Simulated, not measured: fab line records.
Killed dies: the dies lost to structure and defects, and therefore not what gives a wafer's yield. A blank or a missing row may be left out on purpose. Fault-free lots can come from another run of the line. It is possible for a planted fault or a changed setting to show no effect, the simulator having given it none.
Split-lot experiment ; flow n5 finfet ; 21 wafers read across 7 lots, on a route 1938 steps long

THE SPLIT ITSELF
At N5_BEOL_M14_ETCH_68 (etches SOC in N2/H2, time 450 s), the setting time s was moved away from the recipe's 450 s on 4 of the 21 wafers read, by -20.6% to -13.8%. This setting was run at the recipe's value on the other wafers.

The reading is taken at the split's own step.

THE READING
SiARC_of_BEOL_M14_COAT_66.thk nm (the simulator's own value, which no gauge read), in nm, at N5_BEOL_M14_ETCH_68 (etches SOC in N2/H2, time 450 s). The file does not state a usual value for it. The 17 wafers here that ran the recipe average 65.0 nm, standard deviation 0.7 nm.

wafer;tool, chamber at the split;time s as run, s;against the recipe;SiARC_of_BEOL_M14_COAT_66.thk nm, nm;against lot-mates on the recipe
L078.4;rie diel-01, 0;450;recipe;65.2;-
L078.5;rie diel-01, 1;450;recipe;63.8;-
L078.6;rie diel-01, 0;450;recipe;65.8;-
L081.1;rie diel-02, 1;357.5;-20.6%;74.6;+10.2
L081.3;rie diel-02, 3;450;recipe;64.4;-
L081.5;rie diel-02, 2;357.5;-20.6%;74.4;+10.0
L080.1;rie diel-02, 1;388.1;-13.8%;71.6;+5.8
L080.2;rie diel-02, 3;388.1;-13.8%;70.8;+5.0
L080.6;rie diel-02, 1;450;recipe;65.8;-
L084.2;rie diel-02, 3;450;recipe;64.8;-
L084.5;rie diel-02, 3;450;recipe;64.4;-
L084.6;rie diel-02, 2;450;recipe;65.6;-
L083.1;rie diel-02, 2;450;recipe;65.2;-
L083.4;rie diel-02, 2;450;recipe;65.2;-
L083.2;rie diel-02, 1;450;recipe;65;-
L088.1;rie diel-01, 0;450;recipe;66.4;-
L088.3;rie diel-01, 2;450;recipe;65.4;-
L088.4;rie diel-01, 1;450;recipe;63.6;-
L091.1;rie diel-01, 3;450;recipe;64.8;-
L091.4;rie diel-01, 1;450;recipe;64.6;-
L091.6;rie diel-01, 3;450;recipe;65.2;-

THE FIT
A straight line over all 21 wafers: SiARC_of_BEOL_M14_COAT_66.thk nm changes by -0.458 nm for each +1% of time s; r = -0.98; the points scatter about the line by 0.67 nm.
The same after taking each lot's own level away (the mean of its wafers on the recipe; 21 wafers): -0.463 nm for each +1%; r = -0.98; scatter 0.72 nm.
The reading moves by 9.5 nm for the largest change in time s, on that fit.
From 64.40 to 65.80 nm: that is the span of the lots' own levels, equal to 2.0 times the standard deviation above.
Hence the lot-to-lot level has little effect on the slope; both slopes agree.
Check: with one of the wafers moved furthest among these (-20.6%) left out of the fit, the line predicts +9.09 nm for it against its lot-mates. It came out at +10.2 nm against them.

THE OTHER SPLITS THESE WAFERS WENT THROUGH
Before the reading, these wafers also passed through other splits. Each is held against what the fit with the lots' levels taken away leaves over:
other split on the same wafers;wafers away from the commonest value;r with SiARC_of_BEOL_M14_COAT_66.thk nm (lot level and that fit taken away)
N5_BEOL_M11_COAT_22 spin rpm;8;-0.18
N5_BEOL_M12_COAT_66 spin rpm;8;-0.05
N5_BEOL_M13_COAT_22 spin rpm;6;-0.20

THE FILE'S OWN FIT
SiARC_of_BEOL_M14_COAT_66.thk nm changes by -0.461 nm for each +1% of time s, r = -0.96.
